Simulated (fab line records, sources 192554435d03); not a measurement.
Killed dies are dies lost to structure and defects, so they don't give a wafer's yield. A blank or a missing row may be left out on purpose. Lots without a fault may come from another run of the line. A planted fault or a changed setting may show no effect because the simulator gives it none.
Chamber matching | flow n5_finfet | N5_BEOL_M5_CO_CAP_78 on cvd_co-01: 3 sister chambers
The step material Co, precursor CCTBA/H2, target thk 2 nm, time 102.1 s. 30 wafers are shown with their chamber, then 12 later ones without.

WAFERS WITH THEIR CHAMBER
wafer  | chamber | heater_power_w (W)
L074.2 | 2       | 209
L074.3 | 1       | 233
L074.6 | 0       | 256
L075.1 | 1       | 237
L075.2 | 0       | 247
L075.3 | 2       | 211
L081.2 | 0       | 250
L081.3 | 1       | 235
L081.6 | 1       | 245
L082.3 | 0       | 254
L082.4 | 2       | 211
L082.5 | 0       | 251
L083.3 | 2       | 209
L083.5 | 1       | 238
L083.6 | 0       | 250
L086.1 | 1       | 238
L086.3 | 2       | 209
L086.5 | 1       | 233
L085.3 | 2       | 211
L085.4 | 2       | 217
L085.6 | 0       | 251
L089.1 | 1       | 236
L089.5 | 0       | 255
L089.6 | 2       | 210
L088.1 | 1       | 234
L088.2 | 0       | 253
L088.4 | 2       | 211
L091.1 | 0       | 246
L091.4 | 0       | 249
L091.5 | 2       | 210

SIGNATURES (means of the wafers above)
reading        | chamber 0 | chamber 1 | chamber 2 | scatter within a chamber
heater_power_w | 251.09    | 236.56    | 210.80    | 3.11
Rule: a wafer's distance from a chamber is the root of the sum, over the readings, of the square of ((its reading less the chamber's mean) divided by the reading's scatter). The wafer belongs to the nearest chamber; if the next one is less than 2 further off, it can't be placed. The scatter: the root of (the sum of the squares of (reading less its chamber's mean) over the shown wafers, divided by (wafers less chambers)).

WAFERS WITHOUT THEIR CHAMBER
wafer  | heater_power_w (W)
L093.2 | 249
L093.3 | 240
L093.4 | 231
L092.4 | 211
L092.5 | 251
L092.6 | 236
L096.1 | 239
L096.5 | 250
L096.6 | 216
L097.1 | 248
L097.3 | 213
L097.5 | 215

WHICH CHAMBER EACH WENT THROUGH
wafer  | from the rows above | in truth
L093.2 | 0                   | 0
L093.3 | 1                   | 1
L093.4 | 1                   | 1
L092.4 | 2                   | 2
L092.5 | 0                   | 0
L092.6 | 1                   | 1
L096.1 | 1                   | 1
L096.5 | 0                   | 0
L096.6 | 2                   | 2
L097.1 | 0                   | 0
L097.3 | 2                   | 2
L097.5 | 2                   | 2
Placed correctly: 12 of 12. Can't be placed from these rows: 0. Placed wrongly: 0.
